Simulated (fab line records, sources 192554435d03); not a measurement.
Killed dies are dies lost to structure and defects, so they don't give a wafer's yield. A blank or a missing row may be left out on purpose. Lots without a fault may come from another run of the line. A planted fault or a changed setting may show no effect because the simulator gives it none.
fab line records | flow n5_finfet
record lots=7 wafers=21
route steps=1938 shown BEOL_M13@1665 BEOL_M14@1751 BEOL_M15@1808 TV_LITHO@1879 PASSIVATION@1929
start_h: hours from the record's first day to the start of the lot's first wafer shown | wait_h: hours since the lot's step before | " the same as in the row above | L1.1+2: a row that stands for several wafers | - no value, or no start given | * or withheld: withheld | < > ~ a bound
route shown NAME@n: a module of which the file shows steps, and the number in the route of the first | usual: mean/standard deviation of fault-free wafers | same: alike in all rows | chamber/n: place in a boat | sites: the reading at each site | _std_site: their standard deviation | _edge_site: outer sites' mean less inner sites' | radius_mm: how far each site lies from the wafer's centre | mask NAME#n: copy n | behind: the tool/chamber that last shaped the wafer | hold: why the lot was held/for how many hours/how that ended | device: the transistor (n, p or np) that didn't switch | end of line: the same wafers' tests at the end of the route | a step without rows: its recipe alone | killed: dies lost to structure and defects at the first sort, not the wafer's yield | map: a wafer's dies, x killed, . not, _ none there
set.NAME: the setting as run; set.NAME@STEP: as run at that earlier step | model.NAME: the simulator's own value behind a step, which no gauge read
lots whose settings were changed on purpose; a table a step, a row a wafer
## steps
# step N5_BEOL_M13_EXPOSE_07
# recipe mask_id=V12 na=0.93 source_shape=conventional sigma_outer=0.6 polarization=unpolarized attpsm_phase_deg=180 dose_mj=24.8
# columns lot.wafer tool chamber start_h wait_h mask set.dose_mj
L076.1+2+3 krf_scanner-02 0 256.38 - V12#0 24.8
L077.1 krf_scanner-01 0 256.64 - V12#0 24.8
L077.4+6 " 0 " " V12#0 24.1
L080.2+3+5 krf_scanner-01 0 294.42 - V12#0 24.8
L083.2 krf_scanner-02 0 303.71 - V12#0 23.94
L083.4+6 " 0 " " V12#0 24.8
L084.2+6 krf_scanner-02 0 326.84 - V12#0 24.8
L084.4 " 0 " " V12#0 25.45
L093.1 krf_scanner-02 0 372.95 - V12#0 23.09
L093.2+4 " 0 " " V12#0 24.8
L094.2+3+4 krf_scanner-01 0 390.52 - V12#0 24.8
# step N5_BEOL_M13_PEB_08
# recipe peb_temp_c=130 peb_time_s=90
# step N5_BEOL_M13_DEVELOP_09
# recipe develop_time_s=45 rinse_liquid=diw dry=air_spin dev_temp_c=21
# step N5_BEOL_M13_HARDBAKE_14
# recipe temp_c=130 time_s=120
# step N5_BEOL_M13_CD_MEAS_10
# recipe target_cd_nm=190 landing_energy_ev=500 detector=se_inlens polarity=opening
# usual cd_nm=190.2/1.5
# columns lot.wafer tool chamber start_h wait_h set.dose_mj@BEOL_M13_EXPOSE_07 cd_nm
L076.1 cd_sem-02 0 256.55 - 24.8 188.0
L076.2 " 0 " " 24.8 187.8
L076.3 " 0 " " 24.8 187.2
L077.1 cd_sem-02 0 256.81 - 24.8 191.4
L077.4 " 0 " " 24.1 185.5
L077.6 " 0 " " 24.1 187.1
L080.2 cd_sem-03 0 294.59 - 24.8 192.3
L080.3 " 0 " " 24.8 192.9
L080.5 " 0 " " 24.8 192.8
L083.2 cd_sem-01 0 303.88 - 23.94 186.3
L083.4 " 0 " " 24.8 189.0
L083.6 " 0 " " 24.8 190.9
L084.2 cd_sem-01 0 327.00 - 24.8 190.8
L084.4 " 0 " " 25.45 193.4
L084.6 " 0 " " 24.8 191.9
L093.1 cd_sem-03 0 373.13 - 23.09 182.8
L093.2 " 0 " " 24.8 192.5
L093.4 " 0 " " 24.8 191.4
L094.2 cd_sem-01 0 390.68 - 24.8 191.0
L094.3 " 0 " " 24.8 191.5
L094.4 " 0 " " 24.8 191.5
# step N5_BEOL_M13_DESCUM_15
# recipe chemistry=O2 time_s=7.9 source_power_w=50 bias_power_w=20 pressure_mtorr=20 rf_frequency_hz=2.712e+07 temp_c=40 o2_flow_sccm=225
# step N5_BEOL_M13_ETCH_59
# recipe chemistry=N2/H2 target=BARC target_depth_a=890 overetch_a=267 time_s=67.9 ion_energy_ev=200 pressure_mtorr=30 source_w=840 bias_w=150 n2_flow_sccm=200 h2_flow_sccm=200
# columns lot.wafer tool chamber start_h wait_h set.spin_rpm@BEOL_M13_COAT_04 model.coat_of_BEOL_M13_COAT_04.thk_nm
L076.1 rie_diel-03 1 256.67 0.0 1625 317.2
L076.2 " 2 " " 1625 313.4
L076.3 " 3 " " 1625 315.8
L077.1 rie_diel-04 2 256.99 0.0 1758 303
L077.4 " 0 " " 1625 319
L077.6 " 1 " " 1758 304.8
L080.2 rie_diel-04 2 294.71 0.0 1625 318.2
L080.3 " 3 " " 1625 319.8
L080.5 " 3 " " 1798 300
L083.2+4 rie_diel-04 0,3 304.00 0.0 1625 319.6
L083.6 " 3 " " 1625 321.2
L084.2 rie_diel-04 3 327.40 0.0 1747 304.2
L084.4 " 0 " " 1747 302
L084.6 " 2 " " 1747 300.4
L093.1 rie_diel-03 2 373.25 0.0 1445 342
L093.2 " 0 " " 1625 319.8
L093.4 " 3 " " 1445 341.4
L094.2 rie_diel-05 0 390.81 0.0 1625 319.6
L094.3 " 1 " " 1625 317.2
L094.4 " 3 " " 1625 319.2
# step N5_BEOL_M13_VIA_ETCH_16
# recipe chemistry=C4F8/O2/Ar target=SiOC pressure_mtorr=30 source_w=3000 bias_w=700 Ar_flow_sccm=400 C4F8_flow_sccm=15 O2_flow_sccm=8 he_inner_torr=15 he_outer_torr=30 target_depth_a=9217 time_s=withheld ion_energy_ev=250 ends=cleared
# step N5_BEOL_M13_STRIP_63
# recipe chemistry=N2/H2 power_w=1000 temp_c=250 h2_frac=0.65 overash_fraction=0.3 pressure_mtorr=1000 n2_flow_sccm=1750 h2_flow_sccm=3250
# usual strip_time_to_endpoint_s=28.1/1.1
# columns lot.wafer tool chamber start_h wait_h set.spin_rpm@BEOL_M13_COAT_04 strip_time_to_endpoint_s
L076.1 plasma_asher-01 0 256.96 - 1625 26.3
L076.2 " 1 " " 1625 27.0
L076.3 " 1 " " 1625 27.0
L077.1 plasma_asher-02 1 257.28 - 1758 23.7
L077.4 " 1 " " 1625 28.3
L077.6 " 1 " " 1758 23.3
L080.2 plasma_asher-01 0 295.34 - 1625 28.9
L080.3 " 0 " " 1625 29.3
L080.5 " 1 " " 1798 22.6
L083.2 plasma_asher-01 1 304.29 - 1625 30.0
L083.4 " 0 " " 1625 28.9
L083.6 " 1 " " 1625 29.9
L084.2 plasma_asher-02 0 327.68 - 1747 23.7
L084.4 " 0 " " 1747 21.6
L084.6 " 1 " " 1747 21.4
L093.1 plasma_asher-01 1 373.54 - 1445 34.7
L093.2 " 0 " " 1625 28.9
L093.4 " 0 " " 1445 34.9
L094.2 plasma_asher-01 0 391.09 - 1625 29.3
L094.3 " 1 " " 1625 28.5
L094.4 " 0 " " 1625 28.2
# step N5_BEOL_M13_STRIP_64
# recipe chemistry=N2/H2 power_w=1000 temp_c=250 h2_frac=0.65 overash_fraction=0.3 pressure_mtorr=withheld n2_flow_sccm=1750 h2_flow_sccm=3250
# step N5_BEOL_M13_STRIP_71
# recipe chemistry=post_etch_residue_remover time_s=60 temp_c=25 remover_ph=withheld remover_water_wt_pct=withheld remover_fluoride_wt_pct=withheld
# step N5_BEOL_M13_SRD_72
# recipe time_s=30 temp_c=23 rinse_liquid=diw dry=n2_spin spin_rpm=1500 dry_time_s=30
# step N5_BEOL_M13_CD_MEAS_17
# recipe target_cd_nm=190 polarity=opening
# usual cd_nm=190.7/1.7
# columns lot.wafer tool chamber start_h wait_h set.dose_mj@BEOL_M13_EXPOSE_07 cd_nm
L076.1 cd_sem-02 - 257.17 0.0 24.8 189.1
L076.2 " - " " 24.8 190.3
L076.3 " - " " 24.8 187.7
L077.1 cd_sem-03 - 257.49 0.0 24.8 190.7
L077.4 " - " " 24.1 184.7
L077.6 " - " " 24.1 185.7
L080.2 cd_sem-01 - 295.55 0.0 24.8 194.1
L080.3 " - " " 24.8 193.0
L080.5 " - " " 24.8 192.0
L083.2 cd_sem-03 - 304.49 0.0 23.94 186.5
L083.4 " - " " 24.8 189.2
L083.6 " - " " 24.8 190.7
L084.2 cd_sem-01 - 327.89 0.0 24.8 190.8
L084.4 " - " " 25.45 193.2
L084.6 " - " " 24.8 192.4
L093.1 cd_sem-02 - 373.74 0.0 23.09 182.8
L093.2 " - " " 24.8 193.1
L093.4 " - " " 24.8 191.4
L094.2 cd_sem-01 - 391.32 0.0 24.8 190.8
L094.3 " - " " 24.8 191.7
L094.4 " - " " 24.8 191.8
# step N5_BEOL_M13_TRENCH_ETCH_34
# recipe chemistry=C4F8/O2/Ar target=SiOC target_depth_a=4134.7 mask_material=SOC pressure_mtorr=30 source_w=3000 bias_w=700 Ar_flow_sccm=400 C4F8_flow_sccm=15 O2_flow_sccm=8 he_inner_torr=15 he_outer_torr=30 time_s=162.6 ion_energy_ev=250
# columns lot.wafer tool chamber start_h wait_h set.time_s model.etch.depth_nm
L076.1 rie_diel-04 1 258.22 0.0 162.6 405.6
L076.2 " 2 " " 162.6 409.6
L076.3 " 0 " " 193 490.9
L077.1 rie_diel-05 3 258.59 0.0 162.6 417.8
L077.4 " 2 " " 147.7 382.4
L077.6 " 1 " " 162.6 413.9
L080.2 rie_diel-05 0 296.36 0.0 162.6 414.3
L080.3 " 1 " " 193 489.3
L080.5 " 1 " " 162.6 409.1
L083.2 rie_diel-04 3 305.50 0.0 136.2 345.8
L083.4 " 2 " " 162.6 408.2
L083.6 " 1 " " 162.6 404.7
L084.2 rie_diel-03 0 328.71 0.0 162.6 408.4
L084.4 " 2 " " 162.6 422.5
L084.6 " 1 " " 148.3 372.5
L093.1 rie_diel-03 2 374.56 0.0 162.6 418.6
L093.2 " 0 " " 162.6 407.8
L093.4 " 1 " " 162.6 404.2
L094.2 rie_diel-03 1 392.14 0.0 162.6 406.3
L094.3 " 0 " " 162.6 412.4
L094.4 " 3 " " 162.6 420.6
# step N5_BEOL_M13_STRIP_70
# recipe chemistry=C4F8/O2/Ar resist=SiARC rf_frequency_hz=6e+07
# step N5_BEOL_M13_OCD_MEAS_35
# usual trench_depth_nm=413/7.5
# columns lot.wafer tool chamber start_h wait_h set.time_s@BEOL_M13_TRENCH_ETCH_34 trench_depth_nm
L076.1 ocd-01 - 258.40 0.0 162.6 406
L076.2 " - " " 162.6 409
L076.3 " - " " 193 491
L077.1 ocd-02 - 258.77 0.0 162.6 418
L077.4 " - " " 147.7 382
L077.6 " - " " 162.6 414
L080.2 ocd-01 - 296.54 0.0 162.6 414
L080.3 " - " " 193 489
L080.5 " - " " 162.6 409
L083.2 ocd-01 - 305.67 0.0 136.2 345
L083.4 " - " " 162.6 408
L083.6 " - " " 162.6 404
L084.2 ocd-02 - 328.88 0.0 162.6 409
L084.4 " - " " 162.6 422
L084.6 " - " " 148.3 372
L093.1 ocd-01 - 374.74 0.0 162.6 419
L093.2 " - " " 162.6 408
L093.4 " - " " 162.6 404
L094.2 ocd-01 - 392.31 0.0 162.6 406
L094.3 " - " " 162.6 413
L094.4 " - " " 162.6 420
# step N5_BEOL_M13_SPUTTER_44
# recipe material=Ta target_thk_a=100 temp_c=50 bias_v=80 power_w=15000 chamber_pressure_pa=0.07 time_s=16.13
# columns lot.wafer tool chamber start_h wait_h set.time_s
L077.1+4+6 pvd_sputter-01 - 263.06 0.0 16.13
L076.1+2+3 pvd_sputter-01 - 264.92 0.0 16.13
L080.2+3+5 pvd_sputter-02 - 298.13 0.0 17.46
L083.2+4+6 pvd_sputter-02 - 306.63 0.0 16.13
L084.2+4+6 pvd_sputter-01 - 330.34 0.0 16.13
L093.1 pvd_sputter-02 - 377.46 0.0 16.13
L093.2+4 " - " " 16.88
L094.2+3+4 pvd_sputter-03 - 395.40 0.0 16.13
# step N5_BEOL_M13_SPUTTER_45
# recipe material=Cu target_thk_a=800 temp_c=-20 bias_v=60 power_w=26000 chamber_pressure_pa=0.13 time_s=13.33
# step N5_BEOL_M13_ECD_47
# recipe material=Cu target_thk_a=9360
# step N5_BEOL_M13_ANNEAL_48
# recipe temp_c=225 time_s=90 ambient=N2
# step N5_BEOL_M13_CMP_49
# recipe stop_on=SiOC t_overpolish_s=17.1 down_force_psi=1 platen_rpm=50 clearing_platen_down_force_psi=1.5 clearing_platen_rpm=50 post_cmp_clean=cu_alkaline target_thk_nm=420 clearing_platen_pad_velocity_m_s=0.99484 pad_velocity_m_s=0.99484
# columns lot.wafer tool chamber start_h wait_h set.time_s@BEOL_M13_TRENCH_ETCH_34 model.Cu_of_BEOL_M13_ECD_47.thk_nm
L077.1 cmp-02 2 264.08 0.6 162.6 423.8
L077.4 " 3 " " 147.7 390.4
L077.6 " 1 " " 162.6 421
L076.2 cmp-02 1 265.89 0.4 162.6 417.4
L076.1 " 2 " " 162.6 411.6
L076.3 " 0 " " 193 497.6
L080.2 cmp-01 2 298.79 0.2 162.6 418.8
L080.3 " 0 " " 193 495.8
L080.5 " 2 " " 162.6 415.2
L083.4 cmp-03 3 307.29 0.1 162.6 414.6
L083.2 " 0 " " 136.2 350.8
L083.6 " 0 " " 162.6 410.2
L084.2 cmp-03 3 331.04 0.2 162.6 414.4
L084.4 " 0 " " 162.6 427.4
L084.6 " 3 " " 148.3 378
L093.4 cmp-03 3 378.19 0.2 162.6 409.8
L093.2 " 0 " " 162.6 413.2
L093.1 " 1 " " 162.6 425.4
L094.4 cmp-01 3 396.09 0.2 162.6 427.2
L094.2 " 0 " " 162.6 413.4
L094.3 " 1 " " 162.6 419.4
# step N5_BEOL_M13_THK_MEAS_50
# recipe thk_meas_gauge=xrf reads=Cu_of_BEOL_M13_ECD_47
# usual M13_THK=425/8.4
# columns lot.wafer tool chamber start_h wait_h set.time_s@BEOL_M13_TRENCH_ETCH_34 M13_THK[nm]
L077.1 film_metro-02 - 264.30 - 162.6 428
L077.4 " - " " 147.7 392
L077.6 " - " " 162.6 421
L076.1 film_metro-02 - 266.18 - 162.6 414
L076.2 " - " " 162.6 418
L076.3 " - " " 193 500
L080.2 film_metro-02 - 299.08 - 162.6 428
L080.3 " - " " 193 510
L080.5 " - " " 162.6 428
L083.2 film_metro-02 - 307.58 - 136.2 358
L083.4 " - " " 162.6 423
L083.6 " - " " 162.6 421
L084.2 film_metro-01 - 331.29 - 162.6 417
L084.4 " - " " 162.6 430
L084.6 " - " " 148.3 378
L093.1 film_metro-01 - 378.45 - 162.6 426
L093.2 " - " " 162.6 416
L093.4 " - " " 162.6 413
L094.2 film_metro-01 - 396.35 - 162.6 418
L094.3 " - " " 162.6 424
L094.4 " - " " 162.6 431
# step N5_BEOL_M13_PRE_CLEAN_52
# recipe gas=NH3 time_s=15 temp_c=withheld rf_power_w=300
# step N5_BEOL_M13_DEP_53
# recipe material=SiCN target_thk_a=500 temp_c=withheld precursor=3MS/NH3 pressure_torr=3 rf_w=675 time_s=17.8
# step N5_BEOL_M13_RS_MEAS_54
# recipe thk_meas_gauge=four-point-probe reads=Cu_of_BEOL_M13_ECD_47+Ta_of_BEOL_M13_SPUTTER_44+TaN_of_BEOL_M13_SPUTTER_43
# usual M13_RS=0.0450/0.00085
# columns lot.wafer tool chamber start_h wait_h set.time_s@BEOL_M13_TRENCH_ETCH_34 M13_RS[ohm/sq]
L077.1 film_metro-01 - 264.43 0.0 162.6 0.0445
L077.4 " - " " 147.7 0.0486
L077.6 " - " " 162.6 0.0449
L076.1 film_metro-02 - 266.31 0.0 162.6 0.0459
L076.2 " - " " 162.6 0.0452
L076.3 " - " " 193 0.0377
L080.2 film_metro-01 - 299.21 0.1 162.6 0.0452
L080.3 " - " " 193 0.0379
L080.5 " - " " 162.6 0.0456
L083.2 film_metro-01 - 307.71 0.1 136.2 0.0542
L083.4 " - " " 162.6 0.0457
L083.6 " - " " 162.6 0.0461
L084.2 film_metro-02 - 331.45 0.1 162.6 0.0455
L084.4 " - " " 162.6 0.0441
L084.6 " - " " 148.3 0.0500
L093.1 film_metro-01 - 378.58 0.0 162.6 0.0444
L093.2 " - " " 162.6 0.0457
L093.4 " - " " 162.6 0.0462
L094.2 film_metro-01 - 396.48 0.1 162.6 0.0457
L094.3 " - " " 162.6 0.0451
L094.4 " - " " 162.6 0.0443
# step N5_BEOL_M14_ETCH_68
# recipe chemistry=N2/H2 target=SOC mask_material=SiARC source_w=3000 bias_w=350 temp_c=40 time_s=450 ion_energy_ev=200 pressure_mtorr=30 n2_flow_sccm=200 h2_flow_sccm=200
# columns lot.wafer tool chamber start_h wait_h set.time_s model.SiARC_of_BEOL_M14_COAT_66.thk_nm
L077.1 rie_diel-01 3 266.23 0.1 450 65
L077.4+6 " 2 " " 450 65.6
L076.1 rie_diel-06 0 268.30 0.1 548.5 57.6
L076.2 " 1 " " 548.5 54.2
L076.3 " 3 " " 450 65.4
L080.2 rie_diel-01 3 301.13 0.1 450 65.4
L080.3 " 1 " " 398.8 70.4
L080.5 " 0 " " 398.8 70.8
L083.2 rie_diel-02 2 309.94 0.1 450 66.6
L083.4 " 1 " " 450 65.4
L083.6 " 0 " " 450 66
L084.2 rie_diel-02 2 333.45 0.1 405.3 70.4
L084.4 " 1 " " 405.3 69
L084.6 " 2 " " 450 65.8
L093.1 rie_diel-01 1 380.26 0.1 450 64.8
L093.2 " 0 " " 450 66
L093.4 " 2 " " 536.1 57.8
L094.2+4 rie_diel-06 0,2 398.57 0.1 450 63.6
L094.3 " 2 " " 450 63.4
# step N5_BEOL_M15_ETCH_61
# recipe chemistry=N2/H2 target=BARC target_depth_a=890 overetch_a=267 time_s=67.9 ion_energy_ev=200 pressure_mtorr=30 source_w=840 bias_w=150 n2_flow_sccm=200 h2_flow_sccm=200
# columns lot.wafer tool chamber start_h wait_h set.time_s model.coat_of_BEOL_M15_COAT_22.thk_nm
L077.1 rie_diel-04 2 274.26 0.0 67.9 720.4
L077.4 " 3 " " 73.15 718
L077.6 " 0 " " 67.9 722.8
L076.1 rie_diel-04 0 274.66 0.0 60.93 723.8
L076.2 " 2 " " 67.9 714.4
L076.3 " 3 " " 60.93 723
L080.2 rie_diel-05 1 306.54 0.0 67.9 718
L080.3 " 3 " " 67.9 719.6
L080.5 " 2 " " 55 731.2
L083.2 rie_diel-03 1 314.88 0.0 67.9 720.2
L083.4 " 0 " " 60.99 723.6
L083.6 " 0 " " 60.99 724.4
L084.2 rie_diel-04 1 344.63 0.0 67.9 719.8
L084.4 " 3 " " 67.9 718.4
L084.6 " 0 " " 67.9 718.8
L093.1 rie_diel-05 1 386.49 0.0 72.64 712
L093.2 " 2 " " 72.64 714.2
L093.4 " 3 " " 72.64 718.8
L094.2 rie_diel-03 3 408.06 0.0 67.9 720.6
L094.3 " 1 " " 67.9 721.8
L094.4 " 2 " " 67.9 719.2
# step N5_PASSIVATION_EXPOSE_07
# recipe mask_id=TV na=0.55 source_shape=conventional sigma_outer=0.8 polarization=unpolarized defocus_nm=0 target_cd_nm=3000 dose_mj=22.75
# columns lot.wafer tool chamber start_h wait_h mask set.dose_mj
L077.1 krf_scanner-02 0 283.25 - TV#0 22.75
L077.4+6 " 0 " " TV#0 21.49
L076.1+2+3 krf_scanner-02 0 283.40 - TV#0 22.75
L080.2+3 krf_scanner-01 0 318.88 - TV#0 23.78
L080.5 " 0 " " TV#0 22.75
L083.2+4+6 krf_scanner-02 0 324.20 - TV#0 22.75
L084.2+6 krf_scanner-01 0 361.93 - TV#0 22.75
L084.4 " 0 " " TV#0 21.11
L093.1 krf_scanner-01 0 397.80 - TV#0 23.78
L093.2+4 " 0 " " TV#0 22.75
L094.2+3+4 krf_scanner-01 0 422.50 - TV#0 22.75
# step N5_PASSIVATION_PEB_08
# recipe peb_temp_c=withheld peb_time_s=*
# step N5_PASSIVATION_DEVELOP_09
# recipe develop_time_s=60 rinse_liquid=diw dry=air_spin dev_temp_c=21
# step N5_PASSIVATION_HARDBAKE_11
# recipe temp_c=130 time_s=120
# step N5_PASSIVATION_CD_MEAS_10
# recipe target_cd_nm=3000 landing_energy_ev=500 detector=se_inlens
# usual cd_nm=2999.6/2.2
# columns lot.wafer tool chamber start_h wait_h set.dose_mj@PASSIVATION_EXPOSE_07 cd_nm
L077.1 cd_sem-01 0 283.42 - 22.75 3005.1
L077.4 " 0 " " 21.49 2987.9
L077.6 " 0 " " 21.49 2991.6
L076.1 cd_sem-01 0 283.58 - 22.75 3003.2
L076.2 " 0 " " 22.75 3000.9
L076.3 " 0 " " 22.75 3001.7
L080.2 cd_sem-03 0 319.05 - 23.78 3010.3
L080.3 " 0 " " 23.78 3009.8
L080.5 " 0 " " 22.75 3001.3
L083.2 cd_sem-01 0 324.37 - 22.75 3000.9
L083.4 " 0 " " 22.75 3004.9
L083.6 " 0 " " 22.75 2998.6
L084.2 cd_sem-02 0 362.10 - 22.75 3000.3
L084.4 " 0 " " 21.11 2980.5
L084.6 " 0 " " 22.75 2997.7
L093.1 cd_sem-02 0 397.98 - 23.78 3012.7
L093.2 " 0 " " 22.75 3001.3
L093.4 " 0 " " 22.75 3004.0
L094.2 cd_sem-01 0 422.68 - 22.75 2997.4
L094.3 " 0 " " 22.75 2997.4
L094.4 " 0 " " 22.75 2998.3
# step N5_PASSIVATION_PASS_ETCH_47
# recipe chemistry=CF4/O2 target=SiNx target_depth_a=7700 time_s=385 ion_energy_ev=100 pressure_mtorr=40 source_w=535 bias_w=49 Ar_flow_sccm=100 cf4_flow_sccm=100 O2_flow_sccm=10
# columns lot.wafer tool chamber start_h wait_h set.time_s model.etch.depth_nm
L077.1 rie_diel-02 1 287.24 0.0 385 763.3
L077.4 " 3 " " 385 765.1
L077.6 " 0 " " 385 764.2
L076.1 rie_diel-06 1 287.40 0.0 385 791.9
L076.2 " 0 " " 467.4 912.4
L076.3 " 3 " " 385 769.2
L080.2 rie_diel-01 0 322.72 0.0 385 748.3
L080.3 " 2 " " 451.6 889
L080.5 " 1 " " 451.6 898.4
L083.2 rie_diel-02 2 329.09 0.0 385 757.3
L083.4 " 0 " " 385 756.5
L083.6 " 2 " " 385 758.5
L084.2 rie_diel-01 3 367.14 0.0 322.9 665.7
L084.4 " 1 " " 322.9 643.1
L084.6 " 0 " " 385 751.9
L093.1 rie_diel-02 3 409.08 0.0 385 777.9
L093.2 " 0 " " 336.9 657.1
L093.4 " 0 " " 385 748.3
L094.2 rie_diel-01 1 426.47 0.0 385 766.1
L094.3 " 0 " " 385 740.8
L094.4 " 2 " " 385 759.5
## key
split step=N5_BEOL_M13_EXPOSE_07 setting=dose_mj stated=24.8 by=wafer
response step=N5_BEOL_M13_CD_MEAS_10 reading=cd_nm change=+1.28 per=1% r=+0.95
response step=N5_BEOL_M13_CD_MEAS_17 reading=cd_nm change=+1.3 per=1% r=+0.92
split step=N5_BEOL_M13_TRENCH_ETCH_34 setting=time_s stated=162.6 by=wafer
response step=N5_BEOL_M13_TRENCH_ETCH_34 reading=model.etch.depth_nm change=+4.16 per=1% r=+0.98
response step=N5_BEOL_M13_OCD_MEAS_35 reading=trench_depth_nm change=+4.17 per=1% r=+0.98
response step=N5_BEOL_M13_CMP_49 reading=model.Cu_of_BEOL_M13_ECD_47.thk_nm change=+4.18 per=1% r=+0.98
response step=N5_BEOL_M13_THK_MEAS_50 reading=M13_THK change=+4.3 per=1% r=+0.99
response step=N5_BEOL_M13_RS_MEAS_54 reading=M13_RS change=-0.000446 per=1% r=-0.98
split step=N5_BEOL_M13_SPUTTER_44 setting=time_s stated=16.13 by=wafer
response none clear
split step=N5_BEOL_M14_ETCH_68 setting=time_s stated=450 by=wafer
response step=N5_BEOL_M14_ETCH_68 reading=model.SiARC_of_BEOL_M14_COAT_66.thk_nm change=-0.42 per=1% r=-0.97
split step=N5_BEOL_M15_ETCH_61 setting=time_s stated=67.9 by=wafer
response step=N5_BEOL_M15_ETCH_61 reading=model.coat_of_BEOL_M15_COAT_22.thk_nm change=-0.626 per=1% r=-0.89
split step=N5_PASSIVATION_EXPOSE_07 setting=dose_mj stated=22.75 by=wafer
response step=N5_PASSIVATION_CD_MEAS_10 reading=cd_nm change=+2.46 per=1% r=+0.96
split step=N5_PASSIVATION_PASS_ETCH_47 setting=time_s stated=385 by=wafer
response step=N5_PASSIVATION_PASS_ETCH_47 reading=model.etch.depth_nm change=+7.02 per=1% r=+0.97
split outside_this_file step=N5_BEOL_M13_COAT_04 setting=spin_rpm
# split outside_this_file: this setting was split too, and the file shows its column; the key of that split is in another file
